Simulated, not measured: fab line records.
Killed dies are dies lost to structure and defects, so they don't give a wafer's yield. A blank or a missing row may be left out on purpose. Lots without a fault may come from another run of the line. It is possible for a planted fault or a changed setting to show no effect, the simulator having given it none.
A struck lot beside a sound one -- flow nandHarc -- 13 out of 1302 route steps
Sound: the wafers L904.4, L904.5, L904.6. Wafers struck: L896.3, L896.4, L896.6. Last of all comes the cause.
Per side, at each step with rows, come the tool, then ch with its chambers, and then its first start. Under that, the readings that differ: sound wafers -- struck wafers -- difference of the means -- sigmas: that difference in standard deviations of wafers without a fault.
alike: same words and numbers on both sides, and readings whose means sit less than 2 such deviations apart. not compared: any withheld reading, any reading some wafer has no value for, any bound like >300 that may hide the same value, and any number with overlapping values for which the record gives no deviation.
A row with sigmas, a row that says differs or no value, or rows on one side alone: a step with any of these is where the two part. Numbers that don't overlap but have no deviation are shown without sigmas and don't part them. A reading that every wafer of one side lacks parts them only if that side has two wafers or more.

NHARC_A_STAIRCASE_DESCUM_443: chemistry O2, time 3 s.
  sound on rieDiel-04 ch 0,1, day 26 17:42; struck on rieDiel-04 ch 0,2, day 23 19:37
  alike: drypumpMotorCurrentA, oesProductAu, rfVppV, showerheadPlenumPTorr, throttleValvePct
  not compared: rfHoursCounterH
NHARC_A_STAIRCASE_ETCH_444: etches the open film in C4F8/O2, target depth 20400 nm, time 6800 s.
  sound on rieDiel-04 ch 0,3, day 26 17:47; struck on rieDiel-04 ch 1,2, day 23 20:11
reading,sound,struck,difference,sigmas
oesProductAu (a.u.),0.931 0.928 0.926,0.984 0.987 0.980,+0.055,+3
  alike: rfVppV
  not compared: rfHoursCounterH
NHARC_A_STAIRCASE_STRIP_446: strips in O2.
  sound on plasmaAsher-01 ch 0,1, day 26 22:25; struck on plasmaAsher-01 ch 0,1, day 24 00:14
  alike: drypumpMotorCurrentA, heaterPowerW, rfReflPowerW, tempC
  not compared: rfHoursCounterH
then, 3 steps without rows for these wafers: NHARC_A_STAIRCASE_STRIP_447 (strips in SPM, time 900 s); NHARC_A_STAIRCASE_PRECLEAN_448 (cleans in SC1); NHARC_A_STAIRCASE_SRD_449.
NHARC_A_STAIRCASE_CMP_450: polishes SiO2, target thk 200 nm.
  sound on cmp-02 ch 0,1,2, day 26 23:12; struck on cmp-03 ch 1,2,3, day 24 00:58
  alike: motorCurrentA
NHARC_A_STAIRCASE_CMP_152: polishes.
  sound on cmp-02 ch 0,1,2, day 26 23:17; struck on cmp-03 ch 1,2,3, day 24 01:02
  alike: motorCurrentA
then, 2 steps without rows for these wafers: NHARC_A_STAIRCASE_SRD_154; NHARC_A_STAIRCASE_ETCH_403 (etches SiO2 in dHF, target depth 108.2 nm).
NHARC_A_STAIRCASE_ETCHBACK_422: etches the open film in CH3F/O2, target depth 40 nm, time 74.286 s.
  sound on rieDiel-11 ch 0,2,3, day 26 23:44; struck on rieDiel-11 ch 0,1,2, day 24 01:30
  no value came back on the struck wafers for any of 7 readings (biasW (W), ch3fFlowSccm (sccm) and others); on the sound wafers biasW (W) reads 100.1 100.2 100.1
  not compared: rfHoursCounterH
then, 1 step without rows for these wafers: NHARC_A_STAIRCASE_ETCH_423 (etches SiO2 in dHF, target depth 30 nm).
-- break in the record here, with 5 days between the starts of the struck wafers on either side (left off in module A_STAIRCASE, picked up again in module END, where the first step shown is number 1302 on the route) --
NHARC_END_SORT_01:
  at this point the record logs the struck wafers (prober-02 ch 0, day 29 11:59) and has no rows for the sound ones

## WHERE THEY PART
First at NHARC_A_STAIRCASE_ETCH_444; last, within this record, at NHARC_END_SORT_01.

WHY: whatever the simulator had introduced
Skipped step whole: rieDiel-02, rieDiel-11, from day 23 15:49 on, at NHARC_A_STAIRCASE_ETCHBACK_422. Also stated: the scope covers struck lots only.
